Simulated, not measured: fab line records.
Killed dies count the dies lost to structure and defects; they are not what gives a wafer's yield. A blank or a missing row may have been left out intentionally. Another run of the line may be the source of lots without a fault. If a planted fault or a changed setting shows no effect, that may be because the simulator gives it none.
fab line records | flow nand-harc
record lots=15 wafers=45 last-day=24
route steps=1159 shown A_ZERO_WELL@412 A_ONON_D1@436 END@1159
lots that met no fault: from a run of the same line without faults
start-h: start of the lot's first displayed wafer, in hours after the record's first day | wait-h: hours since the lot's step before | " as in the row above | L1.1+2: a row that stands for several wafers | - value missing, or start not given | * or withheld: withheld | < > ~ a bound
route shown NAME@n: names a module that has steps shown in the file, with the first one's number in the route | usual: the fault-free wafers' mean and standard deviation | same: alike in all rows | chamber/n: place in a boat | sites: the reading at each site | _std_site: standard deviation of those values | _edge_site: the outer-site mean with the inner-site mean subtracted | radius-mm: how far each site lies from the wafer's centre | mask NAME#n: copy n | behind: tool/chamber where the wafer was last shaped | hold: why the lot was held/for how many hours/how that ended | device: the n, p or np transistor that did not switch | end of line: at the end of the route, the tests of the same wafers | a step with no rows: only its recipe | killed: dies that structure and defects cost at the first sort, which is not the same as the wafer's yield | map: shows each die of a wafer: x if killed, . if not, _ if none is there
set.NAME: the setting the step ran with; set.NAME@STEP: the setting that earlier step ran with | model.NAME: the simulator's own value behind a step, which no gauge read
steps of the route over a sample of lots; a table a step, a row a wafer
services: when a tool's chamber went out of use (start-h, in hours from the record's first day, below 0 if earlier), for how many hours, and the reason
## steps
# step NHARC_A_ZERO_WELL_INSPECT_17
# usual raw-defect-count=9/5.2
# columns lot.wafer tool chamber start-h wait-h raw-defect-count
L809.1 defect-inspect-02 - 129.00 0.2 5
L809.4 " - " " 13
L809.5 " - " " 15
L812.4 defect-inspect-01 - 153.89 0.1 19
L812.5 " - " " 6
L812.6 " - " " 27
L813.1 defect-inspect-01 - 156.97 0.2 11
L813.2 " - " " 9
L813.6 " - " " 8
L810.2 defect-inspect-02 - 157.67 0.1 5
L810.4 " - " " 9
L810.6 " - " " 13
L814.2 defect-inspect-01 - 172.86 0.1 9
L814.4 " - " " 6
L814.6 " - " " 6
L815.1 defect-inspect-01 - 174.86 0.2 6
L815.2 " - " " 11
L815.6 " - " " 11
L817.1 defect-inspect-02 - 180.36 0.2 5
L817.3 " - " " 14
L817.6 " - " " 3
L818.1 defect-inspect-01 - 193.52 0.2 6
L818.3 " - " " 5
L818.5 " - " " 8
L821.2 defect-inspect-02 - 211.20 0.1 3
L821.4 " - " " 7
L821.5 " - " " 8
L819.1 defect-inspect-01 - 212.59 0.2 6
L819.2 " - " " 7
L819.4 " - " " 5
L825.1 defect-inspect-02 - 231.50 0.2 7
L825.2 " - " " 11
L825.3 " - " " 3
L828.2 defect-inspect-01 - 243.00 0.1 9
L828.4 " - " " 10
L828.6 " - " " 6
L829.1 defect-inspect-01 - 249.25 0.2 20
L829.2 " - " " 6
L829.5 " - " " 18
L831.1 defect-inspect-01 - 260.63 0.2 9
L831.3 " - " " 15
L831.5 " - " " 6
L830.2 defect-inspect-01 - 261.27 0.1 11
L830.4 " - " " 19
L830.6 " - " " 11
# step NHARC_A_ONON_D1_DEP_16
# recipe target-thk-a=10000 n2-flow-sccm=2750 n2o-flow-sccm=2000 nh3-flow-sccm=500 sih4-flow-sccm=210 temp-c=400
# usual n2-flow-sccm=2752/8.7 n2o-flow-sccm=2000/6
# columns lot.wafer tool chamber start-h wait-h n2-flow-sccm n2o-flow-sccm
L809.1 pecvd-onon-02 0 162.64 0.1 2771 2002
L809.4 " 0 " " 2759 1991
L809.5 " 0 " " 2779 2004
L810.2 pecvd-onon-02 0 187.71 0.1 2756 1997
L810.4 " 0 " " 2744 1990
L810.6 " 0 " " 2755 1994
L812.4 pecvd-onon-01 0 187.83 0.2 2753 1999
L812.5 " 0 " " 2743 2010
L812.6 " 0 " " 2761 1999
L813.1 pecvd-onon-04 0 187.99 0.4 2760 2000
L813.2 " 0 " " 2747 1997
L813.6 " 0 " " 2762 2007
L815.1 pecvd-onon-02 0 203.60 0.2 2754 2000
L815.2 " 0 " " 2745 1995
L815.6 " 0 " " 2748 1996
L814.2 pecvd-onon-04 0 203.89 0.5 2765 2002
L814.4 " 0 " " 2755 2005
L814.6 " 0 " " 2760 2004
L817.1 pecvd-onon-01 - 210.33 0.1 - -
L817.3 " - " " - -
L817.6 " - " " - -
L818.1 pecvd-onon-02 - 224.01 0.1 - -
L818.3 " - " " - -
L818.5 " - " " - -
L819.1 pecvd-onon-01 0 241.22 0.1 2749 1995
L819.2 " 0 " " 2753 2007
L819.4 " 0 " " 2751 2004
L821.2 pecvd-onon-02 - 241.28 0.1 - -
L821.4 " - " " - -
L821.5 " - " " - -
L825.1 pecvd-onon-01 0 263.38 0.1 2767 1990
L825.2 " 0 " " 2755 1986
L825.3 " 0 " " 2760 1997
L828.2 pecvd-onon-01 0 274.22 0.1 2768 1997
L828.4 " 0 " " 2759 2012
L828.6 " 0 " " 2761 2002
L829.1 pecvd-onon-01 0 280.40 0.1 2755 1992
L829.2 " 0 " " 2751 1997
L829.5 " 0 " " 2758 1999
L831.1 pecvd-onon-04 0 291.38 0.1 2755 1993
L831.3 " 0 " " 2753 1992
L831.5 " 0 " " 2752 1994
L830.2 pecvd-onon-02 0 291.43 0.1 2756 1999
L830.4 " 0 " " 2741 1993
L830.6 " 0 " " 2745 1991
# step NHARC_A_ONON_D1_INSPECT_32
# usual raw-defect-count=70/24
# columns lot.wafer tool chamber start-h wait-h raw-defect-count
L809.1 defect-inspect-01 - 165.97 0.0 116
L809.4 " - " " 98
L809.5 " - " " 80
L810.2 defect-inspect-02 - 190.99 0.0 44
L810.4 " - " " 51
L810.6 " - " " 73
L812.4 defect-inspect-02 - 191.12 0.0 107
L812.5 " - " " 53
L812.6 " - " " 101
L813.1 defect-inspect-01 - 191.33 0.0 31
L813.2 " - " " 45
L813.6 " - " " 43
L815.1 defect-inspect-02 - 206.96 0.0 53
L815.2 " - " " 74
L815.6 " - " " 63
L814.2 defect-inspect-01 - 207.15 0.0 46
L814.4 " - " " 63
L814.6 " - " " 52
L817.1 defect-inspect-02 - 213.74 0.0 49
L817.3 " - " " 46
L817.6 " - " " 71
L818.1 defect-inspect-01 - 227.39 0.0 52
L818.3 " - " " 37
L818.5 " - " " 39
L819.1 defect-inspect-02 - 245.08 0.0 105
L819.2 " - " " 128
L819.4 " - " " 92
L821.2 defect-inspect-01 - 245.09 0.0 114
L821.4 " - " " 100
L821.5 " - " " 120
L825.1 defect-inspect-02 - 266.70 0.0 69
L825.2 " - " " 84
L825.3 " - " " 47
L828.2 defect-inspect-01 - 277.47 0.0 107
L828.4 " - " " 109
L828.6 " - " " 74
L829.1 defect-inspect-01 - 283.74 0.0 75
L829.2 " - " " 61
L829.5 " - " " 59
L830.2 defect-inspect-02 - 294.70 0.0 41
L830.4 " - " " 96
L830.6 " - " " 53
L831.1 defect-inspect-01 - 294.97 0.0 82
L831.3 " - " " 56
L831.5 " - " " 88
# step NHARC_END_SORT_01
# recipe temp-c=25
# usual killed-at-array=29/9.4 killed-at-other=0.7/1.3 killed-at-periphery=2.9/2.1 killed-dies=32/9 killed-open=3.3/1.8 killed-short=1.9/1.4
# same gross-dies=677
# columns lot.wafer tool chamber start-h wait-h killed-at-array killed-at-other killed-at-periphery killed-dies killed-open killed-short
L817.1 prober-02 0 495.48 2.5 672 1 4 677 4 4
L817.3 prober-02 0 497.06 3.1 671 0 6 677 4 4
L817.6 prober-02 0 499.43 3.9 676 0 1 677 2 1
L818.1 prober-01 0 511.00 2.5 675 0 2 677 2 3
L818.3 prober-01 0 512.60 3.1 671 0 6 677 2 1
L818.5 prober-01 0 514.19 3.7 675 0 2 677 4 1
L821.2 prober-02 0 512.63 2.8 673 0 4 677 5 5
L821.4 prober-02 0 514.21 3.4 674 0 3 677 3 3
L821.5 prober-02 0 515.00 3.7 673 0 4 677 4 0
# killed by level:class
L817.1 A_ONON_D1:area-dep=645 A_CHANNEL_HOLE_D1:chamber-film-flake=14 A_STAIRCASE:chamber-film-flake=4 P_ZERO_WELL:chamber-film-flake=2 A_CONTACT:chamber-film-flake=2 P_M0:geometric-particle:open=1 P_M0:geometric-particle:short=1 A_SGD_CUT:geometric-particle:short=1
L817.3 A_ONON_D1:area-dep=648 A_CHANNEL_HOLE_D1:chamber-film-flake=11 A_CONTACT:chamber-film-flake=5 A_STAIRCASE:chamber-film-flake=3 P_M0:geometric-particle:open=2 P_GATE:geometric-particle:short=1 P_CONTACT:geometric-particle:open=1 P_M0:geometric-particle:short=1
L817.6 A_ONON_D1:area-dep=642 A_CHANNEL_HOLE_D1:chamber-film-flake=23 A_STAIRCASE:chamber-film-flake=6 A_CONTACT:chamber-film-flake=3 P_CONTACT:geometric-particle:open=1 A_CONTACT:geometric-particle:short=1 A_BLC:geometric-particle:open=1
L818.1 A_ONON_D1:area-dep=651 A_CONTACT:chamber-film-flake=8 A_CHANNEL_HOLE_D1:chamber-film-flake=6 A_WL_FILL:chamber-film-flake=3 A_ONON_D1:geometric-particle:open=2 P_M0:chamber-film-flake=2 A_ONON_D1:geometric-particle:short=1 A_CHANNEL_FILL_D1:geometric-particle:short=1
L818.3 A_ONON_D1:area-dep=656 A_STAIRCASE:chamber-film-flake=4 P_M0:chamber-film-flake=3 A_CONTACT:chamber-film-flake=3 P_STI:chamber-film-flake=2 A_ZERO_WELL:chamber-film-flake=2 A_SGD_CUT:chamber-film-flake=2 A_WL_FILL:chamber-film-flake=2
L821.2 A_ONON_D1:area-dep=630 A_SLIT:chamber-film-flake=18 A_CHANNEL_HOLE_D1:chamber-film-flake=10 A_STAIRCASE:chamber-film-flake=7 A_WL_FILL:geometric-particle:short=2 P_GATE:geometric-particle:short=1 P_CONTACT:geometric-particle:open=1 P_M0:geometric-particle:open=1
L818.5 A_ONON_D1:area-dep=651 A_CONTACT:chamber-film-flake=11 A_CHANNEL_HOLE_D1:chamber-film-flake=5 A_CONTACT:geometric-particle:open=3 A_STAIRCASE:chamber-film-flake=2 P_CONTACT:geometric-particle:short=1 A_ONON_D1:geometric-particle:open=1 P_M0:chamber-film-flake=1
L821.4 A_ONON_D1:area-dep=626 A_CHANNEL_HOLE_D1:chamber-film-flake=18 A_SLIT:chamber-film-flake=17 A_STAIRCASE:chamber-film-flake=4 A_CONTACT:chamber-film-flake=4 P_STI:geometric-particle:short=1 P_M1:geometric-particle:open=1 A_ONON_D1:geometric-particle:short=1
L821.5 A_ONON_D1:area-dep=632 A_CHANNEL_HOLE_D1:chamber-film-flake=12 A_STAIRCASE:chamber-film-flake=12 A_SLIT:chamber-film-flake=11 A_CONTACT:chamber-film-flake=5 P_CONTACT:geometric-particle:open=2 P_M0:geometric-particle:open=1 A_SGD_CUT:geometric-particle:open=1
## services
# columns tool chamber start-h hours kind
pecvd-onon-01 - 195.04 13.0 pm
pecvd-onon-04 - 237.00 13.0 pm
## key
first-sign step=NHARC_A_ONON_D1_DEP_16 reading=tool-record direction=missing
effect step=NHARC_END_SORT_01 reading=killed-dies direction=up sigmas=72 usual=32 struck=677
more-kills-born-at NHARC_A_ONON_D1_DEP_16@pecvd-onon-02=3846 NHARC_A_ONON_D1_DEP_16@pecvd-onon-01=1935
met-at NHARC_A_ONON_D1_DEP_16
struck-lots L817,L818,L821
later-rows-left-out L817.1,L817.3,L817.6,L818.1,L818.3,L818.5,L821.2,L821.4,L821.5
tester-left-out L817,L818,L821
not-acting-at NHARC_A_ZERO_WELL_INSPECT_17,NHARC_A_ONON_D1_INSPECT_32
onset-between 203.60 210.33
fault kind=skipped-step-whole tool=pecvd-onon-01,pecvd-onon-02 chamber=- onset-h=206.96 steps=NHARC_A_ONON_D1_DEP_16 scope=struck-lots-only
# tester-left-out: of these lots the tester's yield and bins aren't shown, on N5 and GAA mostly nor the transistor test; their killed dies are dies lost to structure and defects alone, not to doping, threshold or leakage, so they don't give the yield
# later-rows-left-out: the simulator's readings of these wafers behind a module that went badly wrong aren't trusted and aren't shown, but for the sort
